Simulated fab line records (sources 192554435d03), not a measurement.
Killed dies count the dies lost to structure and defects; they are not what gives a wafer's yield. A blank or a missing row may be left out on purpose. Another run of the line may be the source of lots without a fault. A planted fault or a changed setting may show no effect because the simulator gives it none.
Which tool was responsible? / flow n5-finfet / Sampling: 7 lots, 19 wafers, 8 of 1938 route steps

== WHAT EACH GAUGE READ, for each wafer ==
N5_BEOL_M13_OCD_MEAS_35.
lot=L204; measured=day 12 00:28; on=ocd-02; trench-depth-nm (nm)=407 415 410
lot=L212; measured=day 14 11:56; on=ocd-01; trench-depth-nm (nm)=411 411 407
lot=L218; measured=day 16 17:46; on=ocd-02; trench-depth-nm (nm)=571 409
lot=L220; measured=day 17 00:20; on=ocd-01; trench-depth-nm (nm)=583 578
lot=L227; measured=day 18 12:38; on=ocd-01; trench-depth-nm (nm)=422 404 412
lot=L225; measured=day 18 15:30; on=ocd-02; trench-depth-nm (nm)=415 413 410
lot=L226; measured=day 19 07:29; on=ocd-02; trench-depth-nm (nm)=420 414 412

N5_BEOL_M13_THK_MEAS_50: measures by xrf.
lot=L204; measured=day 12 03:42; on=film-metro-01; M13_THK (nm)=408 416 415
lot=L212; measured=day 14 15:29; on=film-metro-02; M13_THK (nm)=411 411 405
lot=L218; measured=day 16 20:29; on=film-metro-01; M13_THK (nm)=573 414
lot=L220; measured=day 17 05:04; on=film-metro-02; M13_THK (nm)=581 572
lot=L227; measured=day 18 15:14; on=film-metro-02; M13_THK (nm)=424 408 413
lot=L225; measured=day 18 17:39; on=film-metro-02; M13_THK (nm)=411 409 408
lot=L226; measured=day 19 11:19; on=film-metro-01; M13_THK (nm)=424 415 414

N5_BEOL_M13_RS_MEAS_54: measures by four-point-probe.
lot=L204; measured=day 12 03:52; on=film-metro-02; M13_RS (ohm/sq)=0.0456 0.0446 0.0452
lot=L212; measured=day 14 15:37; on=film-metro-02; M13_RS (ohm/sq)=0.0450 0.0450 0.0453
lot=L218; measured=day 16 20:37; on=film-metro-01; M13_RS (ohm/sq)=0.0324 0.0455
lot=L220; measured=day 17 05:11; on=film-metro-02; M13_RS (ohm/sq)=0.0315 0.0319
lot=L227; measured=day 18 15:22; on=film-metro-02; M13_RS (ohm/sq)=0.0437 0.0460 0.0451
lot=L225; measured=day 18 17:47; on=film-metro-01; M13_RS (ohm/sq)=0.0448 0.0453 0.0451
lot=L226; measured=day 19 11:27; on=film-metro-02; M13_RS (ohm/sq)=0.0441 0.0450 0.0451

N5_BEOL_M15_RC_MEAS_101.
lot=L204; measured=day 12 13:16; on=prober-01; COMB_M10 (S/m)=1.4e-11 1.4e-11 1.9e-11; COMB_M11 (S/m)=1.57e-11 1.25e-11 2.01e-11; COMB_M12 (S/m)=7.1e-12 8.6e-12 6.7e-12; COMB_M14 (S/m)=4.4e-12 3.9e-12 3.6e-12; COMB_M15 (S/m)=2.5e-12 1.7e-12 2.5e-12; COMB_M5 (S/m)=3.6e-11 3.4e-11 4e-11; COMB_M6 (S/m)=2.1e-11 2.6e-11 2.3e-11; COMB_M7 (S/m)=3e-11 2.7e-11 2.7e-11; COMB_M8 (S/m)=2.2e-11 2.1e-11 3e-11; COMB_M9 (S/m)=1.3e-11 1.3e-11 1.6e-11; COMB_M9_max_site (S/m)=1.9e-11 1.9e-11 2.6e-11; SERP_M10 (ohm/um)=3.11 2.96 2.87; SERP_M11 (ohm/um)=3.07 3.04 3.09; SERP_M11_max_site (ohm/um)=3.17 3.20 3.19; SERP_M12 (ohm/um)=0.638 0.648 0.641; SERP_M13 (ohm/um)=0.315 0.307 0.312; SERP_M13_max_site (ohm/um)=0.319 0.311 0.316; SERP_M14 (ohm/um)=0.1589 0.1594 0.1641; SERP_M5 (ohm/um)=40.4 38.5 38.0; SERP_M6 (ohm/um)=13.7 13.9 14.2; SERP_M7 (ohm/um)=13.7 13.1 13.7; SERP_M8 (ohm/um)=14.4 14.6 14.5; SERP_M9 (ohm/um)=3.10 3.08 3.07
lot=L212; measured=day 15 01:17; on=prober-01; COMB_M10 (S/m)=1.2e-11 1.5e-11 1.4e-11; COMB_M11 (S/m)=1.11e-11 1.26e-11 1.74e-11; COMB_M12 (S/m)=6.6e-12 5e-12 6e-12; COMB_M14 (S/m)=3.6e-12 3.7e-12 3.7e-12; COMB_M15 (S/m)=2e-12 1.9e-12 1.7e-12; COMB_M5 (S/m)=3e-11 2.8e-11 3.2e-11; COMB_M6 (S/m)=2.2e-11 2.6e-11 2.5e-11; COMB_M7 (S/m)=2e-11 2.8e-11 2.9e-11; COMB_M8 (S/m)=1.5e-11 2e-11 2.2e-11; COMB_M9 (S/m)=1.3e-11 1.4e-11 1.7e-11; COMB_M9_max_site (S/m)=2.3e-11 1.9e-11 2.6e-11; SERP_M10 (ohm/um)=3.10 3.00 3.16; SERP_M11 (ohm/um)=3.11 3.07 3.19; SERP_M11_max_site (ohm/um)=3.23 3.19 3.24; SERP_M12 (ohm/um)=0.640 0.657 0.642; SERP_M13 (ohm/um)=0.312 0.312 0.312; SERP_M13_max_site (ohm/um)=0.316 0.315 0.316; SERP_M14 (ohm/um)=0.1622 0.1569 0.1649; SERP_M5 (ohm/um)=37.9 41.2 38.9; SERP_M6 (ohm/um)=14.5 13.7 14.2; SERP_M7 (ohm/um)=14.0 13.4 14.0; SERP_M8 (ohm/um)=14.4 13.9 13.7; SERP_M9 (ohm/um)=3.11 3.07 3.02
lot=L218; measured=day 17 10:27; on=prober-01; COMB_M10 (S/m)=9e-12 1.3e-11; COMB_M11 (S/m)=1.46e-11 1.29e-11; COMB_M12 (S/m)=4.8e-12 5.6e-12; COMB_M14 (S/m)=2.7e-12 3.3e-12; COMB_M15 (S/m)=2.3e-12 2.5e-12; COMB_M5 (S/m)=2.7e-11 3.9e-11; COMB_M6 (S/m)=2.2e-11 2e-11; COMB_M7 (S/m)=2.5e-11 3e-11; COMB_M8 (S/m)=2.2e-11 3.1e-11; COMB_M9 (S/m)=1.4e-11 1.3e-11; COMB_M9_max_site (S/m)=2.2e-11 1.7e-11; SERP_M10 (ohm/um)=3.28 3.08; SERP_M11 (ohm/um)=3.08 3.10; SERP_M11_max_site (ohm/um)=3.13 3.15; SERP_M12 (ohm/um)=0.668 0.655; SERP_M13 (ohm/um)=0.220 0.314; SERP_M13_max_site (ohm/um)=0.223 0.318; SERP_M14 (ohm/um)=0.1636 0.1619; SERP_M5 (ohm/um)=39.4 41.2; SERP_M6 (ohm/um)=14.0 14.3; SERP_M7 (ohm/um)=13.9 13.9; SERP_M8 (ohm/um)=15.0 15.4; SERP_M9 (ohm/um)=3.03 3.13
lot=L220; measured=day 17 20:01; on=prober-01; COMB_M10 (S/m)=1.3e-11 1.8e-11; COMB_M11 (S/m)=1.4e-11 1.19e-11; COMB_M12 (S/m)=5.7e-12 6.3e-12; COMB_M14 (S/m)=2.7e-12 4.5e-12; COMB_M15 (S/m)=2.6e-12 2.8e-12; COMB_M5 (S/m)=3.9e-11 3.4e-11; COMB_M6 (S/m)=2.1e-11 2.1e-11; COMB_M7 (S/m)=2.3e-11 2.6e-11; COMB_M8 (S/m)=3.4e-11 2.1e-11; COMB_M9 (S/m)=1.8e-11 1.6e-11; COMB_M9_max_site (S/m)=3.3e-11 2.3e-11; SERP_M10 (ohm/um)=3.05 3.12; SERP_M11 (ohm/um)=3.22 3.12; SERP_M11_max_site (ohm/um)=3.28 3.19; SERP_M12 (ohm/um)=0.626 0.608; SERP_M13 (ohm/um)=0.215 0.219; SERP_M13_max_site (ohm/um)=0.218 0.221; SERP_M14 (ohm/um)=0.1660 0.1631; SERP_M5 (ohm/um)=41.2 36.8; SERP_M6 (ohm/um)=13.5 13.8; SERP_M7 (ohm/um)=14.8 14.4; SERP_M8 (ohm/um)=14.3 13.9; SERP_M9 (ohm/um)=3.03 3.09
lot=L227; measured=day 19 04:23; on=prober-01; COMB_M10 (S/m)=1.2e-11 1.5e-11 1.2e-11; COMB_M11 (S/m)=1.14e-11 1.38e-11 1e-11; COMB_M12 (S/m)=6e-12 7.8e-12 6.6e-12; COMB_M14 (S/m)=4.3e-12 3.9e-12 4.2e-12; COMB_M15 (S/m)=2.2e-12 2.8e-12 2.3e-12; COMB_M5 (S/m)=3.2e-11 2.9e-11 2.5e-11; COMB_M6 (S/m)=2.5e-11 2.8e-11 2e-11; COMB_M7 (S/m)=2.5e-11 2.4e-11 3.3e-11; COMB_M8 (S/m)=2.2e-11 2.5e-11 3e-11; COMB_M9 (S/m)=1.6e-11 1.4e-11 1.3e-11; COMB_M9_max_site (S/m)=2.3e-11 1.9e-11 1.6e-11; SERP_M10 (ohm/um)=3.18 3.14 3.11; SERP_M11 (ohm/um)=3.12 3.08 3.05; SERP_M11_max_site (ohm/um)=3.22 3.13 3.16; SERP_M12 (ohm/um)=0.644 0.638 0.641; SERP_M13 (ohm/um)=0.302 0.316 0.310; SERP_M13_max_site (ohm/um)=0.304 0.320 0.313; SERP_M14 (ohm/um)=0.1583 0.1587 0.1623; SERP_M5 (ohm/um)=38.3 39.0 36.8; SERP_M6 (ohm/um)=14.3 13.7 13.9; SERP_M7 (ohm/um)=14.0 14.3 13.9; SERP_M8 (ohm/um)=13.5 13.9 14.2; SERP_M9 (ohm/um)=3.02 2.98 3.04
lot=L225; measured=day 19 08:24; on=prober-02; COMB_M10 (S/m)=1.2e-11 1.2e-11 1.3e-11; COMB_M11 (S/m)=8.4e-12 1.53e-11 1.33e-11; COMB_M12 (S/m)=6e-12 4.7e-12 7.7e-12; COMB_M14 (S/m)=6.4e-12 3.1e-12 4.3e-12; COMB_M15 (S/m)=1.4e-12 2.4e-12 2.3e-12; COMB_M5 (S/m)=3.2e-11 2.8e-11 3.3e-11; COMB_M6 (S/m)=2.8e-11 1.6e-11 3.5e-11; COMB_M7 (S/m)=2.3e-11 2.2e-11 1.7e-11; COMB_M8 (S/m)=1.7e-11 1.7e-11 2e-11; COMB_M9 (S/m)=1.3e-11 1.3e-11 1.4e-11; COMB_M9_max_site (S/m)=1.9e-11 2.2e-11 2.7e-11; SERP_M10 (ohm/um)=3.01 3.04 2.91; SERP_M11 (ohm/um)=3.13 3.09 3.20; SERP_M11_max_site (ohm/um)=3.18 3.21 3.27; SERP_M12 (ohm/um)=0.621 0.639 0.622; SERP_M13 (ohm/um)=0.304 0.306 0.307; SERP_M13_max_site (ohm/um)=0.309 0.311 0.309; SERP_M14 (ohm/um)=0.1631 0.1669 0.1630; SERP_M5 (ohm/um)=37.9 37.1 38.4; SERP_M6 (ohm/um)=14.0 13.8 14.4; SERP_M7 (ohm/um)=13.7 13.9 13.8; SERP_M8 (ohm/um)=13.3 13.9 14.0; SERP_M9 (ohm/um)=3.14 3.18 3.12
lot=L226; measured=day 20 01:28; on=prober-01; COMB_M10 (S/m)=1.7e-11 1.4e-11 1.5e-11; COMB_M11 (S/m)=2.12e-11 1.15e-11 1.64e-11; COMB_M12 (S/m)=5.4e-12 7.5e-12 7.2e-12; COMB_M14 (S/m)=3.3e-12 2.4e-12 3.1e-12; COMB_M15 (S/m)=2.3e-12 2.8e-12 2.5e-12; COMB_M5 (S/m)=6e-11 3.7e-11 4.4e-11; COMB_M6 (S/m)=2.2e-11 2.4e-11 2e-11; COMB_M7 (S/m)=1.9e-11 2.2e-11 1.9e-11; COMB_M8 (S/m)=2.3e-11 3e-11 2.7e-11; COMB_M9 (S/m)=1.7e-11 2.2e-11 1.9e-11; COMB_M9_max_site (S/m)=2.5e-11 3e-11 2.6e-11; SERP_M10 (ohm/um)=3.13 3.03 3.15; SERP_M11 (ohm/um)=3.03 3.08 3.04; SERP_M11_max_site (ohm/um)=3.18 3.17 3.17; SERP_M12 (ohm/um)=0.638 0.633 0.622; SERP_M13 (ohm/um)=0.305 0.310 0.313; SERP_M13_max_site (ohm/um)=0.309 0.312 0.315; SERP_M14 (ohm/um)=0.1595 0.1610 0.1622; SERP_M5 (ohm/um)=39.0 38.9 38.0; SERP_M6 (ohm/um)=14.3 14.1 14.5; SERP_M7 (ohm/um)=14.2 14.7 14.3; SERP_M8 (ohm/um)=14.1 14.7 14.5; SERP_M9 (ohm/um)=3.04 3.12 3.05

== WHAT TOOL EACH LOT RAN ON (gives the tool, then ch and the chambers of the sampled wafers, and finally the start) ==
lot=L204; N5_BEOL_M13_DESCUM_15=rie-diel-06 ch 0,2, day 11 22:49; N5_BEOL_M13_DESCUM_33=rie-diel-02 ch 0,2, day 11 23:53; N5_BEOL_M13_TRENCH_ETCH_34=rie-diel-02 ch 0,2, day 12 00:17; N5_BEOL_M13_DEGAS_41=pvd-sputter-03, day 12 02:19
lot=L212; N5_BEOL_M13_DESCUM_15=rie-diel-03 ch 0,3, day 14 10:21; N5_BEOL_M13_DESCUM_33=rie-diel-02 ch 1,2, day 14 11:21; N5_BEOL_M13_TRENCH_ETCH_34=rie-diel-02 ch 1,2, day 14 11:45; N5_BEOL_M13_DEGAS_41=pvd-sputter-02, day 14 14:23
lot=L218; N5_BEOL_M13_DESCUM_15=rie-diel-06 ch 0,3, day 16 16:07; N5_BEOL_M13_DESCUM_33=rie-diel-02 ch 0,3, day 16 17:11; N5_BEOL_M13_TRENCH_ETCH_34=rie-diel-02 ch 0,3, day 16 17:35; N5_BEOL_M13_DEGAS_41=pvd-sputter-01, day 16 19:11
lot=L220; N5_BEOL_M13_DESCUM_15=rie-diel-06 ch 2,3, day 16 22:34; N5_BEOL_M13_DESCUM_33=rie-diel-02 ch 1,2, day 16 23:46; N5_BEOL_M13_TRENCH_ETCH_34=rie-diel-02 ch 1,2, day 17 00:10; N5_BEOL_M13_DEGAS_41=pvd-sputter-02, day 17 03:10
lot=L227; N5_BEOL_M13_DESCUM_15=rie-diel-03 ch 0,1,2, day 18 10:56; N5_BEOL_M13_DESCUM_33=rie-diel-06 ch 0,1,2, day 18 12:04; N5_BEOL_M13_TRENCH_ETCH_34=rie-diel-06 ch 0,1,2, day 18 12:28; N5_BEOL_M13_DEGAS_41=pvd-sputter-03, day 18 14:07
lot=L225; N5_BEOL_M13_DESCUM_15=rie-diel-02 ch 0,1,3, day 18 13:51; N5_BEOL_M13_DESCUM_33=rie-diel-03 ch 0,2,3, day 18 14:55; N5_BEOL_M13_TRENCH_ETCH_34=rie-diel-03 ch 0,2,3, day 18 15:19; N5_BEOL_M13_DEGAS_41=pvd-sputter-01, day 18 16:32
lot=L226; N5_BEOL_M13_DESCUM_15=rie-diel-02 ch 0,1,2, day 19 05:54; N5_BEOL_M13_DESCUM_33=rie-diel-03 ch 1,3, day 19 06:55; N5_BEOL_M13_TRENCH_ETCH_34=rie-diel-03 ch 1,3, day 19 07:19; N5_BEOL_M13_DEGAS_41=pvd-sputter-02, day 19 10:13
- N5_BEOL_M13_DESCUM_15: chemistry O2, time 7.9 s.
- N5_BEOL_M13_DESCUM_33: chemistry O2, time 7.9 s.
- N5_BEOL_M13_TRENCH_ETCH_34: etches SiOC in C4F8/O2/Ar, target depth 413.47 nm, time 162.6 s.
- N5_BEOL_M13_DEGAS_41: time 60 s.

== AS READ BY THE TOOLS THEMSELVES (means over the sampled wafers that have a number; for cases with no such wafer, the mark the record gives instead) ==
N5_BEOL_M13_DESCUM_15.
lot=L204; tool=rie-diel-06; drypump-motor-current-A (A)=5.6; oes-product-au (a.u.)=0.85; rf-vpp-V (V)=241.7; showerhead-plenum-p-Torr (Torr)=2.03; throttle-valve-pct (%)=20.28
lot=L212; tool=rie-diel-03; drypump-motor-current-A (A)=5.0; oes-product-au (a.u.)=0.80; rf-vpp-V (V)=242.6; showerhead-plenum-p-Torr (Torr)=2.09; throttle-valve-pct (%)=20.30
lot=L218; tool=rie-diel-06; drypump-motor-current-A (A)=5.3; oes-product-au (a.u.)=0.76; rf-vpp-V (V)=243.0; showerhead-plenum-p-Torr (Torr)=2.04; throttle-valve-pct (%)=20.51
lot=L220; tool=rie-diel-06; drypump-motor-current-A (A)=5.9; oes-product-au (a.u.)=0.69; rf-vpp-V (V)=241.4; showerhead-plenum-p-Torr (Torr)=2.02; throttle-valve-pct (%)=20.53
lot=L227; tool=rie-diel-03; drypump-motor-current-A (A)=5.3; oes-product-au (a.u.)=0.84; rf-vpp-V (V)=243.3; showerhead-plenum-p-Torr (Torr)=2.12; throttle-valve-pct (%)=20.34
lot=L225; tool=rie-diel-02; drypump-motor-current-A (A)=5.9; oes-product-au (a.u.)=0.78; rf-vpp-V (V)=242.6; showerhead-plenum-p-Torr (Torr)=2.05; throttle-valve-pct (%)=20.53
lot=L226; tool=rie-diel-02; drypump-motor-current-A (A)=6.0; oes-product-au (a.u.)=0.77; rf-vpp-V (V)=243.6; showerhead-plenum-p-Torr (Torr)=2.10; throttle-valve-pct (%)=20.48

N5_BEOL_M13_DESCUM_33.
lot=L204; tool=rie-diel-02; drypump-motor-current-A (A)=5.9; oes-product-au (a.u.)=0.76; rf-vpp-V (V)=243.8; showerhead-plenum-p-Torr (Torr)=2.14; throttle-valve-pct (%)=20.54
lot=L212; tool=rie-diel-02; drypump-motor-current-A (A)=6.2; oes-product-au (a.u.)=0.75; rf-vpp-V (V)=243.9; showerhead-plenum-p-Torr (Torr)=2.16; throttle-valve-pct (%)=20.50
lot=L218; tool=rie-diel-02; drypump-motor-current-A (A)=5.7; oes-product-au (a.u.)=0.77; rf-vpp-V (V)=241.7; showerhead-plenum-p-Torr (Torr)=2.02; throttle-valve-pct (%)=20.65
lot=L220; tool=rie-diel-02; drypump-motor-current-A (A)=6.2; oes-product-au (a.u.)=0.76; rf-vpp-V (V)=243.4; showerhead-plenum-p-Torr (Torr)=2.15; throttle-valve-pct (%)=20.45
lot=L227; tool=rie-diel-06; drypump-motor-current-A (A)=5.7; oes-product-au (a.u.)=0.82; rf-vpp-V (V)=242.6; showerhead-plenum-p-Torr (Torr)=2.06; throttle-valve-pct (%)=20.40
lot=L225; tool=rie-diel-03; drypump-motor-current-A (A)=5.2; oes-product-au (a.u.)=0.81; rf-vpp-V (V)=244.1; showerhead-plenum-p-Torr (Torr)=2.15; throttle-valve-pct (%)=20.38
lot=L226; tool=rie-diel-03; drypump-motor-current-A (A)=5.7; oes-product-au (a.u.)=0.84; rf-vpp-V (V)=245.0; showerhead-plenum-p-Torr (Torr)=2.18; throttle-valve-pct (%)=20.32

N5_BEOL_M13_TRENCH_ETCH_34.
lot=L204; tool=rie-diel-02; O2_flow_sccm (sccm)=8.008; drypump-motor-current-A (A)=5.9; oes-product-au (a.u.)=0.77; rf-vpp-V (V)=667; showerhead-plenum-p-Torr (Torr)=3.48; throttle-valve-pct (%)=24.25
lot=L212; tool=rie-diel-02; O2_flow_sccm (sccm)=8.002; drypump-motor-current-A (A)=6.1; oes-product-au (a.u.)=0.75; rf-vpp-V (V)=668; showerhead-plenum-p-Torr (Torr)=3.51; throttle-valve-pct (%)=24.24
lot=L218; tool=rie-diel-02; O2_flow_sccm (sccm)=8.013; drypump-motor-current-A (A)=5.8; oes-product-au (a.u.)=0.87; rf-vpp-V (V)=662; showerhead-plenum-p-Torr (Torr)=3.30; throttle-valve-pct (%)=24.43
lot=L220; tool=rie-diel-02; O2_flow_sccm (sccm)=8.040; drypump-motor-current-A (A)=6.2; oes-product-au (a.u.)=0.97; rf-vpp-V (V)=668; showerhead-plenum-p-Torr (Torr)=3.50; throttle-valve-pct (%)=24.28
lot=L227; tool=rie-diel-06; O2_flow_sccm (sccm)=8.005; drypump-motor-current-A (A)=5.8; oes-product-au (a.u.)=0.83; rf-vpp-V (V)=664; showerhead-plenum-p-Torr (Torr)=3.36; throttle-valve-pct (%)=24.17
lot=L225; tool=rie-diel-03; O2_flow_sccm (sccm)=8.001; drypump-motor-current-A (A)=5.2; oes-product-au (a.u.)=0.80; rf-vpp-V (V)=668; showerhead-plenum-p-Torr (Torr)=3.49; throttle-valve-pct (%)=24.11
lot=L226; tool=rie-diel-03; O2_flow_sccm (sccm)=8.001; drypump-motor-current-A (A)=5.7; oes-product-au (a.u.)=0.84; rf-vpp-V (V)=670; showerhead-plenum-p-Torr (Torr)=3.54; throttle-valve-pct (%)=24.05

N5_BEOL_M13_DEGAS_41.
lot=L204; tool=pvd-sputter-03; heater-power-w (W)=339; susceptor-temp-C (C)=250.13
lot=L212; tool=pvd-sputter-02; heater-power-w (W)=400; susceptor-temp-C (C)=249.89
lot=L218; tool=pvd-sputter-01; heater-power-w (W)=348; susceptor-temp-C (C)=250.03
lot=L220; tool=pvd-sputter-02; heater-power-w (W)=383; susceptor-temp-C (C)=250.01
lot=L227; tool=pvd-sputter-03; heater-power-w (W)=383; susceptor-temp-C (C)=249.98
lot=L225; tool=pvd-sputter-01; heater-power-w (W)=356; susceptor-temp-C (C)=250.04
lot=L226; tool=pvd-sputter-02; heater-power-w (W)=387; susceptor-temp-C (C)=250.00

== THE ANSWER, worked out from the rows above alone ==
Rule: the lots themselves supply what counts as usual. The widest of any qualifying gaps counts: lots, ordered by their means at a reading, are off when they make up no more than a third of the lots, leave a main group of 4 or more, and stand apart from it by 3 or more times the standard deviation of that group's means. Not used: any main group whose means are identical at the precision the tables above print for the reading. A lot without any number at a reading at which 4 lots or more have one is off too. Where the step has rows for the other lots, those lots are counted as sound. The gauges are gone through in route order, then the tools' own readings, and for those a lot's mean is taken as printed above. At the first step where some lot is off, the reading lying furthest off is the one used; lots without a number count as furthest.
Off: L218, L220, at N5_BEOL_M13_OCD_MEAS_35 (trench-depth-nm). Mean 412 nm and standard deviation 2 in the main group.
A tool fits if, at a process step before that reading, it ran every lot that is off, and no sound lot after the first of them. Not tried: the gauges at N5_BEOL_M13_OCD_MEAS_35; whatever is off there is also off at N5_BEOL_M13_THK_MEAS_50, on other tools, and gauge error can't account for it. 2 tools fit, rie-diel-06 at N5_BEOL_M13_DESCUM_15 and rie-diel-02 at N5_BEOL_M13_DESCUM_33 and N5_BEOL_M13_TRENCH_ETCH_34, so this cannot tell which one it is.

== WHAT THE SIMULATOR HAD INSERTED ==
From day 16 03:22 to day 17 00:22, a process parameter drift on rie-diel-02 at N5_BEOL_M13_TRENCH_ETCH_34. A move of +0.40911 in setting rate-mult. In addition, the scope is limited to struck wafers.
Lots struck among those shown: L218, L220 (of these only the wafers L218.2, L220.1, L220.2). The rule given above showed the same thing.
